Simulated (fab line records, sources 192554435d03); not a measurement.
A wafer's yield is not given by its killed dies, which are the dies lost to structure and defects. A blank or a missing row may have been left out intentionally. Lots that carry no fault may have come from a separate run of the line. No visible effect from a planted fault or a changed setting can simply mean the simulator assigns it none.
What tool caused it? | flow n5-finfet | 10 lots, 29 wafers sampled, at 3 steps of a route of 1938

WHAT THE GAUGES READ, wafer by wafer
N5_BEOL_M10_CD_MEAS_18: pitch 140 nm, target cd 70 nm.
lot  | measured     | on        | cd-nm (nm)
L687 | day 9 22:52  | cd-sem-01 | 70.0 70.8 69.8
L688 | day 10 19:07 | cd-sem-01 | 69.4 68.9 69.4
L692 | day 11 05:59 | cd-sem-01 | 70.1 70.4 69.9
L690 | day 11 08:56 | cd-sem-01 | 69.8 70.3 70.5
L693 | day 11 16:55 | cd-sem-01 | 69.6 69.9 69.5
L696 | day 12 19:52 | cd-sem-03 | 70.4 70.2 69.1
L697 | day 13 05:27 | cd-sem-02 | 69.8 69.4 70.0
L698 | day 13 13:22 | cd-sem-02 | 69.7 69.8 69.3
L700 | day 13 16:37 | cd-sem-01 | 69.8 71.4 70.4
L709 | day 15 19:07 | cd-sem-03 | 70.0 70.0

EACH LOT AND THE TOOL THAT RAN IT (in order: tool; ch and the chambers of the sampled wafers; start)
lot  | N5_BEOL_M10_DESCUM_16              | N5_BEOL_M10_STRIP_67
L687 | rie-diel-05 ch 2,3, day 9 22:22    | rie-diel-05 ch 2,3, day 9 22:36
L688 | rie-diel-05 ch 0,1,3, day 10 18:38 | rie-diel-05 ch 0,1,3, day 10 18:52
L692 | rie-diel-02 ch 0,1,2, day 11 05:32 | rie-diel-02 ch 0,1,2, day 11 05:46
L690 | rie-diel-02 ch 1,2,3, day 11 08:28 | rie-diel-02 ch 1,2,3, day 11 08:43
L693 | rie-diel-02 ch 0,1,3, day 11 16:27 | rie-diel-02 ch 0,1,3, day 11 16:41
L696 | rie-diel-06 ch 2,3, day 12 19:25   | rie-diel-06 ch 2,3, day 12 19:38
L697 | rie-diel-05 ch 0,2,3, day 13 05:00 | rie-diel-05 ch 0,2,3, day 13 05:14
L698 | rie-diel-02 ch 1,2,3, day 13 12:55 | rie-diel-02 ch 1,2,3, day 13 13:08
L700 | rie-diel-06 ch 0,1,3, day 13 16:06 | rie-diel-06 ch 0,1,3, day 13 16:20
L709 | rie-diel-06 ch 1,3, day 15 18:36   | rie-diel-06 ch 1,3, day 15 18:50
- N5_BEOL_M10_DESCUM_16: chemistry O2, time 7.9 s.
- N5_BEOL_M10_STRIP_67: strips in CF4.

WHAT THE TOOLS THEMSELVES READ (means of the sampled wafers that have a number; where no wafer has one, the mark that the record gives instead)
N5_BEOL_M10_DESCUM_16.
lot  | tool        | drypump-motor-current-A (A) | oes-product-au (a.u.) | rf-vpp-V (V) | showerhead-plenum-p-Torr (Torr) | throttle-valve-pct (%)
L687 | rie-diel-05 | 5.3                         | 0.81                  | 245.2        | 2.20                            | 20.32
L688 | rie-diel-05 | 5.3                         | 0.78                  | 243.3        | 2.10                            | 20.39
L692 | rie-diel-02 | 6.3                         | 0.74                  | 243.3        | 2.15                            | 20.31
L690 | rie-diel-02 | 6.1                         | 0.82                  | 243.1        | 2.14                            | 20.27
L693 | rie-diel-02 | 6.2                         | 0.82                  | 244.1        | 2.11                            | 20.21
L696 | rie-diel-06 | 5.5                         | 0.78                  | 243.1        | 2.13                            | 20.50
L697 | rie-diel-05 | 5.4                         | 0.79                  | 244.7        | 2.13                            | 20.29
L698 | rie-diel-02 | 6.1                         | 0.79                  | 243.9        | 2.14                            | 20.30
L700 | rie-diel-06 | 5.8                         | 0.87                  | 244.8        | 2.16                            | 20.49
L709 | rie-diel-06 | 5.8                         | 0.82                  | 245.3        | 2.20                            | 20.48

N5_BEOL_M10_STRIP_67.
lot  | tool        | drypump-motor-current-A (A) | oes-product-au (a.u.) | rf-vpp-V (V) | showerhead-plenum-p-Torr (Torr) | throttle-valve-pct (%)
L687 | rie-diel-05 | 5.3                         | 0.82                  | 273.3        | 1.89                            | 13.50
L688 | rie-diel-05 | 5.3                         | 0.79                  | 271.3        | 1.81                            | 13.61
L692 | rie-diel-02 | 6.3                         | 0.75                  | 271.8        | 1.83                            | 13.51
L690 | rie-diel-02 | 6.1                         | 0.82                  | 272.5        | 1.83                            | 13.42
L693 | rie-diel-02 | 6.2                         | 0.82                  | 270.9        | 1.81                            | 13.37
L696 | rie-diel-06 | 5.5                         | 0.77                  | 271.6        | 1.82                            | 13.64
L697 | rie-diel-05 | 5.4                         | 0.78                  | 271.8        | 1.83                            | 13.51
L698 | rie-diel-02 | 6.1                         | 0.80                  | 272.7        | 1.83                            | 13.46
L700 | rie-diel-06 | 5.8                         | 0.87                  | 272.3        | 1.85                            | 13.55
L709 | rie-diel-06 | 5.8                         | 0.82                  | 272.1        | 1.88                            | 13.63

THE ANSWER, worked out from the rows above alone
Rule: usual is defined by the lots themselves. The widest of any qualifying gaps counts: lots, ordered by their means at a reading, are off when they make up no more than a third of the lots, leave a main group of 4 or more, and stand apart from it by 3 or more times the standard deviation of that group's means. A main group whose means are all the same, to the digits that the tables above print for the reading, isn't used. A lot without any number at a reading at which 4 lots or more have one is off too. All remaining lots with rows at the step are treated as sound. Order of review: gauges by route order, followed by the tools' own readings, for which a lot's mean as printed above is used. The first step at which some lot is off is used, and at that step the reading that is off furthest; a lot without a number counts as furthest.
None of the lots is off at any reading shown; this tells nothing.

WHAT WAS PUT IN BY THE SIMULATOR
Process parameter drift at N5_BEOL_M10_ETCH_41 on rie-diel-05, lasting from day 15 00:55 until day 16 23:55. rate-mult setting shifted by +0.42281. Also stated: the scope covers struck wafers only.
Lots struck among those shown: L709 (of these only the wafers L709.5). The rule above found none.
